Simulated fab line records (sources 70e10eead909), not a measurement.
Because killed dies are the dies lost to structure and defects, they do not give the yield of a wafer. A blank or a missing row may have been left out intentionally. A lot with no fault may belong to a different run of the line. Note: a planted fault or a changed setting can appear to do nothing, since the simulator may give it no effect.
Which of the tools did it? -- flow nand harc -- 12 lots with 36 wafers sampled at 5 steps, on a route of 1159 steps

== WHAT THE GAUGES READ, wafer by wafer ==
NHARC_P_M2_CD_MEAS_16.
lot,measured,on,cd nm (nm)
L075,day 6 19:08,cd sem-02,171.7 171.5 170.9
L076,day 6 20:50,cd sem-03,168.4 171.0 169.2
L079,day 7 19:13,cd sem-03,169.8 170.4 169.6
L081,day 8 00:41,cd sem-03,172.4 172.6 172.7
L084,day 8 10:18,cd sem-01,172.0 170.7 171.2
L086,day 9 11:26,cd sem-02,169.5 170.4 170.7
L085,day 9 13:02,cd sem-03,168.8 169.6 170.3
L089,day 10 04:22,cd sem-01,170.7 169.7 168.7
L090,day 10 11:35,cd sem-01,170.6 172.1 171.7
L094,day 10 21:48,cd sem-02,168.9 170.1 169.4
L095,day 11 10:31,cd sem-02,170.7 169.8 170.1
L096,day 12 00:38,cd sem-03,172.5 171.8 172.5

== WHICH TOOL RAN EACH LOT (tool, then ch and the chambers of the sampled wafers, then the start) ==
lot,NHARC_P_CONTACT_CMP_24,NHARC_P_M0_STRIP_18,NHARC_P_M0_DEP_32,NHARC_P_M1_DESCUM_14
L075,"cmp-04 ch 0,1,3, day 6 08:43","rie diel-09 ch 0,1,2, day 6 10:36","pecvd-03 ch 0,2, day 6 12:50","rie diel-05 ch 0,1,3, day 6 14:16"
L076,"cmp-01 ch 0,3, day 6 10:54","rie diel-06 ch 2,3, day 6 12:47","pecvd-01 ch 0,2, day 6 15:02","rie diel-02 ch 0,3, day 6 16:28"
L079,"cmp-02 ch 0,1, day 7 08:45","rie diel-06 ch 0,1,3, day 7 11:01","pecvd-03 ch 0,1,2, day 7 13:13","rie diel-07 ch 0,3, day 7 14:44"
L081,"cmp-01 ch 0,2, day 7 13:55","rie diel-08 ch 0,1,2, day 7 16:14","pecvd-03 ch 0,1, day 7 18:43","rie diel-07 ch 1,2,3, day 7 20:09"
L084,"cmp-02 ch 0,1,2, day 8 00:13","rie diel-08 ch 2,3, day 8 02:06","pecvd-01 ch 0,1,2, day 8 04:26","rie diel-05 ch 0,2, day 8 05:47"
L086,"cmp-01 ch 1,3, day 9 01:10","rie diel-09 ch 0,3, day 9 02:59","pecvd-03 ch 0,1,2, day 9 05:41","rie diel-02 ch 2,3, day 9 06:56"
L085,"cmp-04 ch 0,1,3, day 9 02:46","rie diel-06 ch 0,3, day 9 04:35","pecvd-02 ch 1,2, day 9 06:52","rie diel-05 ch 0,1,3, day 9 08:08"
L089,"cmp-04 ch 0,2,3, day 9 18:15","rie diel-08 ch 1,2, day 9 20:05","pecvd-02 ch 0,1,2, day 9 22:23","rie diel-02 ch 0,1,3, day 9 23:41"
L090,"cmp-04 ch 1,2, day 10 00:47","rie diel-09 ch 0,2,3, day 10 02:50","pecvd-03 ch 0,2, day 10 05:18","rie diel-07 ch 0,2,3, day 10 06:55"
L094,"cmp-01 ch 0,2,3, day 10 11:34","rie diel-08 ch 1,2,3, day 10 13:35","pecvd-03 ch 0,1,2, day 10 15:55","rie diel-05 ch 0,2,3, day 10 17:14"
L095,"cmp-01 ch 0,1,2, day 10 23:50","rie diel-09 ch 0,1, day 11 01:38","pecvd-03 ch 0,2, day 11 03:56","rie diel-02 ch 0,2,3, day 11 05:21"
L096,"cmp-01 ch 0,2,3, day 11 14:32","rie diel-06 ch 1,2,3, day 11 16:24","pecvd-01 ch 0,1, day 11 18:41","rie diel-02 ch 0,2,3, day 11 20:07"
- NHARC_P_CONTACT_CMP_24: polishes, t overpolish 30 s, target thk 200 nm.
- NHARC_P_M0_STRIP_18: strips in N2/H2.
- NHARC_P_M0_DEP_32: deposits SiCN, target thk 30 nm.
- NHARC_P_M1_DESCUM_14: chemistry O2, time 3 s.

== THE ANSWER, worked out from the rows above alone ==
Rule: the usual values come from the lots themselves. Put in order of their means at a reading, lots are off if they are a third of the lots or fewer, leave a main group of 4 or more, and stand apart from it by a gap of 3 or more times the standard deviation of the main group's means; of several such gaps the widest counts. Not used: any main group whose means are identical at the precision the tables above print for the reading. Also off: a lot with no number at a reading for which 4 or more lots have one. Any other lot the step has rows for is counted as sound.
No lot is off at any reading shown: from this, nothing can be told.

== WHAT THE SIMULATOR PUT IN ==
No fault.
